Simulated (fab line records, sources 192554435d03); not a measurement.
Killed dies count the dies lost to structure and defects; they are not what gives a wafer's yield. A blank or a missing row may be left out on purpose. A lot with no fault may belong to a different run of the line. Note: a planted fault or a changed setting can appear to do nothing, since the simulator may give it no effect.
A sampling plan put to the test ; flow n5 finfet ; one fab line, 40 faults that these records tell of, each judged on the records of the lots that it struck; 1 more is left out, because the records don't allow judging it
What counts as the plan is the set of the line's own looks, namely the steps on the route at which a gauge or an inspection reads a wafer and does not change it. A look is open to judgement when struck wafers have a number at it and the file gives its usual mean and standard deviation on fault-free wafers. Caught: the struck wafers' mean, at a look after the fault's first step, is 4 or more of those standard deviations (sigma) away from the usual mean. On the tool: here the same test is run on the tool's own readings at the fault's steps. Caught also covers a different recipe on the struck wafers, or a record left blank for those wafers only.

## THE FAULTS, as the simulator had put them in
1. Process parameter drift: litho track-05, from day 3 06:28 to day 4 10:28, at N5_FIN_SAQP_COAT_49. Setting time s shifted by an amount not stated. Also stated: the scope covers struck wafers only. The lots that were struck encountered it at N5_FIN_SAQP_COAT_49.
2. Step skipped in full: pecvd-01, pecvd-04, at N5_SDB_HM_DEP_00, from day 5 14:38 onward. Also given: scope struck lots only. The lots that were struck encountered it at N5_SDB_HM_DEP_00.
3. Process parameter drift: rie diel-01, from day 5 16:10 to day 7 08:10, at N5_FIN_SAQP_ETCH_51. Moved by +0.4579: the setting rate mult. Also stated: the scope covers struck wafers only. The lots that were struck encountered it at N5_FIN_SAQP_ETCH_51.
4. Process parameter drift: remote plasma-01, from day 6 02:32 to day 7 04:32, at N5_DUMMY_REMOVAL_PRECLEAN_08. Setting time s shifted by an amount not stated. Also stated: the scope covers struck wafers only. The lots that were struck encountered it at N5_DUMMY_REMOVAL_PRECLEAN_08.
5. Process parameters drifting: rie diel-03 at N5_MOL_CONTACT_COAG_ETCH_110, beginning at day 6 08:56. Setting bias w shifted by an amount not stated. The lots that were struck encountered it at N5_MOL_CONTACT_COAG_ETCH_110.
6. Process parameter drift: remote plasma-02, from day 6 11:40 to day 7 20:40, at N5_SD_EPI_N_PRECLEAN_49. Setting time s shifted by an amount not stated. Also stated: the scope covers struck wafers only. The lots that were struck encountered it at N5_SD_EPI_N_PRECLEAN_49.
7. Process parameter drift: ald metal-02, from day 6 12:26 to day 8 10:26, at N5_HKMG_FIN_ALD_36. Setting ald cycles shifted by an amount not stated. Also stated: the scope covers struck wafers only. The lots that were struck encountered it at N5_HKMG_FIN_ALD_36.
8. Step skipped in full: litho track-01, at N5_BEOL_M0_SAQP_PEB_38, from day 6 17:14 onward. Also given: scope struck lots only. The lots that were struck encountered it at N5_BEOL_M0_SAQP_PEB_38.
9. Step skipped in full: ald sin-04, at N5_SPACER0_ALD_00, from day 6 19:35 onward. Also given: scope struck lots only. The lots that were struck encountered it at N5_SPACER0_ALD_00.
10. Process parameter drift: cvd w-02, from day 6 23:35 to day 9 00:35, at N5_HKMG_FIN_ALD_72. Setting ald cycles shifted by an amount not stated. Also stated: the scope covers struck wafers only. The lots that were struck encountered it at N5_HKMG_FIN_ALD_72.
11. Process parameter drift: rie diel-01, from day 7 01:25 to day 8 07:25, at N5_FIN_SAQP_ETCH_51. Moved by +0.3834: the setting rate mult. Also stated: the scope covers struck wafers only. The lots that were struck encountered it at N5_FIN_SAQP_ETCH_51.
12. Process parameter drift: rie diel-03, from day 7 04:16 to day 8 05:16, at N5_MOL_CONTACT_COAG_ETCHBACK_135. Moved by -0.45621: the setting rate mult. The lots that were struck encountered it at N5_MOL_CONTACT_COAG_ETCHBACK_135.
13. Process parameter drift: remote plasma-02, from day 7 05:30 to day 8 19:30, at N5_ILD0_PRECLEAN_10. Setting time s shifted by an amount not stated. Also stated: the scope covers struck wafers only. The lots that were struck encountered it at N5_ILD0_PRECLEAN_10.
14. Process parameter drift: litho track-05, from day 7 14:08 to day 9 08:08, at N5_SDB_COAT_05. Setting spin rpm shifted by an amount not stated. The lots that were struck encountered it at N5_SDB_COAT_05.
15. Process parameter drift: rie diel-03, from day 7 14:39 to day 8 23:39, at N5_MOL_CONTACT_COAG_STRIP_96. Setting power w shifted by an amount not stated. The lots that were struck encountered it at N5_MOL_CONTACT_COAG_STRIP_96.
16. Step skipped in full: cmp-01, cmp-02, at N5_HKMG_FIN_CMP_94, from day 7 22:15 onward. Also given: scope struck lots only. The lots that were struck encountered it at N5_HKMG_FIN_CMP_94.
17. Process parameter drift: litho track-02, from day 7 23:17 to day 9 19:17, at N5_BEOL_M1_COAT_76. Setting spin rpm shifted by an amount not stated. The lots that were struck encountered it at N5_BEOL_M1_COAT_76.
18. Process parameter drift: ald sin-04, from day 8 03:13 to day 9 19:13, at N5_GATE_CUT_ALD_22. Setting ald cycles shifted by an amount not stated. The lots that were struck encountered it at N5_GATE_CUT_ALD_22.
19. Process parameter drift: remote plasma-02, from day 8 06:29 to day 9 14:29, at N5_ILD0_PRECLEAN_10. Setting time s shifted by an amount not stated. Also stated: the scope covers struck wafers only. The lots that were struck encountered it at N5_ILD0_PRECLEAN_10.
20. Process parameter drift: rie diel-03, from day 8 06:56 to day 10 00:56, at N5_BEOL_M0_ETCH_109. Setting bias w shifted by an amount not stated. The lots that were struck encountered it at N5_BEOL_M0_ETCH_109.
21. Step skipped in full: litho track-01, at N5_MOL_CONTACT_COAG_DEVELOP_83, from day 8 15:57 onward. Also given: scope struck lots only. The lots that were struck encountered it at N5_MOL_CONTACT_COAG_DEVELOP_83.
22. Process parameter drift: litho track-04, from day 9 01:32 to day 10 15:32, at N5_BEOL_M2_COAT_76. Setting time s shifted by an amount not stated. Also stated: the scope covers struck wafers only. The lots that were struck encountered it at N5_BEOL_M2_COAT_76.
23. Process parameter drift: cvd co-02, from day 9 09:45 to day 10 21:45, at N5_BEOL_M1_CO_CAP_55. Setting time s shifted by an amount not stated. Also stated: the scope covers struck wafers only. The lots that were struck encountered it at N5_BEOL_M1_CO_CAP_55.
24. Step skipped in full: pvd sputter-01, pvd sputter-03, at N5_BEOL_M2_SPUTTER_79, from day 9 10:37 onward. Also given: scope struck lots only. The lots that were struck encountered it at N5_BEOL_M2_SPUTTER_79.
25. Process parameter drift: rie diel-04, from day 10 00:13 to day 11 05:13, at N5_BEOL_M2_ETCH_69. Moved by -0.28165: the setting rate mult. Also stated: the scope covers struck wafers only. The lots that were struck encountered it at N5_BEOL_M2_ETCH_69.
26. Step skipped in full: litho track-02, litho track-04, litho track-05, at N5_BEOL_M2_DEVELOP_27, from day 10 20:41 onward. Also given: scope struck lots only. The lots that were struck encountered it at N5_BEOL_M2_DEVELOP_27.
27. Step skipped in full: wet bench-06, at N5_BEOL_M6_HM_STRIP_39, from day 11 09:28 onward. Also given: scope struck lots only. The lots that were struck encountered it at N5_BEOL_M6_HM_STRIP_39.
28. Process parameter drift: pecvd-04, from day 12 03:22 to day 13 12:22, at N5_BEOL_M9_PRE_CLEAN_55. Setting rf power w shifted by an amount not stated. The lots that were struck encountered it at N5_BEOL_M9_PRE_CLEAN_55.
29. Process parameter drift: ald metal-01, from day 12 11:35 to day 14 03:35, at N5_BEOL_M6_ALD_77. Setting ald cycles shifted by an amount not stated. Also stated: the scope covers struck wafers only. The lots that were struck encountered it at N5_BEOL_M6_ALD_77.
30. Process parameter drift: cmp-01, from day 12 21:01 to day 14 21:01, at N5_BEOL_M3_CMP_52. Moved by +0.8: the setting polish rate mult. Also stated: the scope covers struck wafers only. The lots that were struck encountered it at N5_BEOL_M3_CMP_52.
31. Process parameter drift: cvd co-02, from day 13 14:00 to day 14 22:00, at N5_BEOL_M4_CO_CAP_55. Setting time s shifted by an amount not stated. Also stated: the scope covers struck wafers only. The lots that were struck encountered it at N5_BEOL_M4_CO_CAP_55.
32. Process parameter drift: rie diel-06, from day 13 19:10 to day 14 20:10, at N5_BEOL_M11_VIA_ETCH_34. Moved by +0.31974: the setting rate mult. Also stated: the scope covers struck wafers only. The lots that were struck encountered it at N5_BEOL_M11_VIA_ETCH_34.
33. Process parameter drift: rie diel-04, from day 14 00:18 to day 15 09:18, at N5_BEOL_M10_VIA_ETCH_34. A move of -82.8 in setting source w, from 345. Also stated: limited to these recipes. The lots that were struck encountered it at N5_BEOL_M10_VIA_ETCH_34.
34. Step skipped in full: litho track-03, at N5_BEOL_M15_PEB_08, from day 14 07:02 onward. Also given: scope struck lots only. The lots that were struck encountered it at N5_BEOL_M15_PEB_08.
35. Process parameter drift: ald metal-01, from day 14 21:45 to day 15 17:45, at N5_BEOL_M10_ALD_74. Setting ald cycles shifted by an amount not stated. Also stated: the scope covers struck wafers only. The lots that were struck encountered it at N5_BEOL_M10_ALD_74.
36. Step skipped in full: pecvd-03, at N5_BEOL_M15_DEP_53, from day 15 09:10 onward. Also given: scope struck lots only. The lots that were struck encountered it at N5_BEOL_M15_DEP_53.
37. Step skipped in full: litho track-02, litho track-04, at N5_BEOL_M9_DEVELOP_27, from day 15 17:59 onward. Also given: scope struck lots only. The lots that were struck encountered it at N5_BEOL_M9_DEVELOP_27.
38. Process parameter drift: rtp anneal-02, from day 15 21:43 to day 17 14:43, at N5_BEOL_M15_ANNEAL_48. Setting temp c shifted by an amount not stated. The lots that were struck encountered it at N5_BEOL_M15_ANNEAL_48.
39. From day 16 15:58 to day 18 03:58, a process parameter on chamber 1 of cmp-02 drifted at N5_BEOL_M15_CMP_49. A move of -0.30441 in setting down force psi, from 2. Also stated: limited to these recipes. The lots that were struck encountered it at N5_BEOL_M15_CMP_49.
40. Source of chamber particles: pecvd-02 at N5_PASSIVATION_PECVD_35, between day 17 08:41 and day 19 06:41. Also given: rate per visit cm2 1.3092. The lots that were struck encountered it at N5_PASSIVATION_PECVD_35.

## WHAT THE PLAN SAW
fault;on the tool itself;first look that catches it;reading, sigma;median hours from its first step to that look;hours from the fault's start to the first struck lot there;judged looks passed uncaught
1;run length s -72 sigma;no look after it can be judged;-;-;-;0
2;the tool's record is blank for the struck wafers;no look after it can be judged;-;-;-;0
3;etch rf on time s -20 sigma;no look after it can be judged;-;-;-;0
4;no reading that can be judged;no look after it can be judged;-;-;-;0
5;bias w +40 sigma;no look after it can be judged;-;-;-;0
6;no reading that can be judged;not the one look that can be judged after it;-;-;-;1
7;under 2 sigma;not the one look that can be judged after it;-;-;-;1
8;the tool's record is blank for the struck wafers;no look after it can be judged;-;-;-;0
9;the tool's record is blank for the struck wafers;no look after it can be judged;-;-;-;0
10;only faintly: heater power w -2.5 sigma;no look after it can be judged;-;-;-;0
11;etch rf on time s -18 sigma;no look after it can be judged;-;-;-;0
12;only faintly: oes product au -3.3 sigma;no look after it can be judged;-;-;-;0
13;no reading that can be judged;not the one look that can be judged after it;strongest: GC_FILL_THK at N5_GATE_CUT_THK_MEAS_24, +3.8;-;-;1
14;spin speed rpm -99 or beyond sigma;no look after it can be judged;-;-;-;0
15;power w -46 sigma;no look after it can be judged;-;-;-;0
16;the tool's record is blank for the struck wafers;no look after it can be judged;-;-;-;0
17;spin speed rpm +99 or beyond sigma;not the one look that can be judged after it;-;-;-;1
18;under 2 sigma;no look after it can be judged;-;-;-;0
19;no reading that can be judged;no look after it can be judged;-;-;-;0
20;bias w +88 sigma;not the one look that can be judged after it;-;-;-;1
21;the tool's record is blank for the struck wafers;no look after it can be judged;-;-;-;0
22;run length s -43 sigma;not the one look that can be judged after it;-;-;-;1
23;run length s -99 or beyond sigma;not the one look that can be judged after it;-;-;-;1
24;the tool's record is blank for the struck wafers;not the one look that can be judged after it;-;-;-;1
25;etch rf on time s +25 sigma;not the one look that can be judged after it;-;-;-;1
26;the tool's record is blank for the struck wafers;no look after it can be judged;-;-;-;0
27;the tool's record is blank for the struck wafers;no look after it can be judged;-;-;-;0
28;rf fwd power W -53 sigma;no look after it can be judged;-;-;-;0
29;under 2 sigma;no look after it can be judged;-;-;-;0
30;barrier field endpoint s -23 sigma;not the one look that can be judged after it;-;-;-;1
31;run length s +99 or beyond sigma;none of the 3 looks that can be judged after it;-;-;-;3
32;oes product au +4.1 sigma;no look after it can be judged;-;-;-;0
33;rf fwd power W -63 sigma;no look after it can be judged;-;-;-;0
34;the tool's record is blank for the struck wafers;no look after it can be judged;-;-;-;0
35;under 2 sigma;no look after it can be judged;-;-;-;0
36;the tool's record is blank for the struck wafers;no look after it can be judged;-;-;-;0
37;the tool's record is blank for the struck wafers;no look after it can be judged;-;-;-;0
38;wafer_temp_C_max -79 sigma;no look after it can be judged;-;-;-;0
39;head pressure psi -63 sigma;no look after it can be judged;-;-;-;0
40;under 2 sigma;no look after it can be judged;-;-;-;0
A dash: this means the fault isn't caught or the number doesn't appear in these records.

Caught at a look: 0 of 40. Caught on the tool: 29 of 40. By one or the other: 29 of 40.
Faults 1, 2, 3, 5, 8, 9, 11, 14, 15, 16, 17, 20, 21, 22, 23, 24, 25, 26, 27, 28, 30, 31, 32, 33, 34, 36, 37, 38, 39 were caught on the tool alone.
Caught by neither: faults 4, 6, 7, 10, 12, 13, 18, 19, 29, 35, 40.
